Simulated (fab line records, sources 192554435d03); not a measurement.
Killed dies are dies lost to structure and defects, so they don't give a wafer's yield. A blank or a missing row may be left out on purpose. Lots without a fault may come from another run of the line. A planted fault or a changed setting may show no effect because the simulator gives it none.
One fault seen from 3 desks | flow n5_finfet | each desk has only its own numbers; what lay behind them comes last

THE DEFECT DESK
What the inspections along the route counted, lot by lot: means of the sampled wafers that have a number. A lot is out of limits, marked OUT, if its mean lies more than 4 standard deviations from the usual mean; the brackets give that distance.
Columns: A = raw_defect_count at N5_BEOL_M0_SAQP_INSPECT_42, usual 283
lot  | first seen here | A
L682 | day 7 03:57     | 259
L690 | day 8 23:47     | 277
L694 | day 9 22:19     | 209
L695 | day 10 03:10    | 213
L698 | day 11 04:23    | 269
L699 | day 11 08:44    | 291
This desk's finding: nothing out of limits on any of the 6 lots.

THE TOOL OWNER'S DESK: rie_diel-03
The tool's own readings at N5_BEOL_M0_SAQP_CUT_ETCH_46 (etches SOC in N2/H2, target depth 135 nm, overetch 27 nm, time 202.5 s): means of the sampled wafers that have a number, for each lot that ran on this tool. A lot is out of limits, marked OUT, if its mean lies more than 4 standard deviations from the usual mean; the brackets give that distance.
Columns: A = drypump_motor_current_A at N5_BEOL_M0_SAQP_CUT_ETCH_46, usual 5.40 A; B = rf_vpp_V at N5_BEOL_M0_SAQP_CUT_ETCH_46, usual 524.7 V; C = showerhead_plenum_p_Torr at N5_BEOL_M0_SAQP_CUT_ETCH_46, usual 2.58 Torr; D = throttle_valve_pct at N5_BEOL_M0_SAQP_CUT_ETCH_46, usual 17.86 %
lot  | first seen here | A    | B     | C    | D
L690 | day 8 23:53     | 5.73 | 525.7 | 2.57 | 17.52
L694 | day 9 22:41     | 5.28 | 525.8 | 2.61 | 17.75
L695 | day 10 03:21    | 5.50 | 524.5 | 2.56 | 17.73
This desk's finding: nothing out of limits on any of the 3 lots.

THE METROLOGY DESK
What the gauges read, lot by lot, whatever tool the lot ran on: means of the sampled wafers that have a number. A lot is out of limits, marked OUT, if its mean lies more than 4 standard deviations from the usual mean; the brackets give that distance. Of its 12 readings 7 are shown: those that lie furthest out on some lot.
Columns: A = DIBL_N at N5_BEOL_M4_RC_MEAS_101, usual 36.4 mV/V; B = DIBL_P at N5_BEOL_M4_RC_MEAS_101, usual 36.4 mV/V; C = IOFF_N at N5_BEOL_M4_RC_MEAS_101, usual 0.16 nA/um; D = IOFF_P at N5_BEOL_M4_RC_MEAS_101, usual 0.21 nA/um; E = ION_N at N5_BEOL_M4_RC_MEAS_101, usual 680 uA/um; F = ION_P at N5_BEOL_M4_RC_MEAS_101, usual 465 uA/um; G = VT_N at N5_BEOL_M4_RC_MEAS_101, usual 249 mV
lot  | first seen here | A    | B    | C    | D    | E   | F   | G
L682 | day 7 03:52     | 35.3 | 35.7 | 0.15 | 0.18 | 675 | 461 | 252
L690 | day 8 23:41     | 36.3 | 35.7 | 0.17 | 0.24 | 684 | 472 | 246
L694 | day 9 22:14     | 35.8 | 36.9 | 0.14 | 0.20 | 673 | 465 | 251
L695 | day 10 03:04    | 36.0 | 36.2 | 0.15 | 0.19 | 678 | 461 | 250
L698 | day 11 04:17    | 39.4 | 39.5 | 0.24 | 0.27 | 700 | 474 | 242
L699 | day 11 08:38    | 36.8 | 36.1 | 0.16 | 0.22 | 684 | 469 | 250
This desk's finding: nothing out of limits on any of the 6 lots.

PUT TOGETHER
The defect desk saw nothing out of limits.
The tool owner's desk saw nothing out of limits.
The metrology desk saw nothing out of limits.

WHAT THE SIMULATOR HAD PUT IN
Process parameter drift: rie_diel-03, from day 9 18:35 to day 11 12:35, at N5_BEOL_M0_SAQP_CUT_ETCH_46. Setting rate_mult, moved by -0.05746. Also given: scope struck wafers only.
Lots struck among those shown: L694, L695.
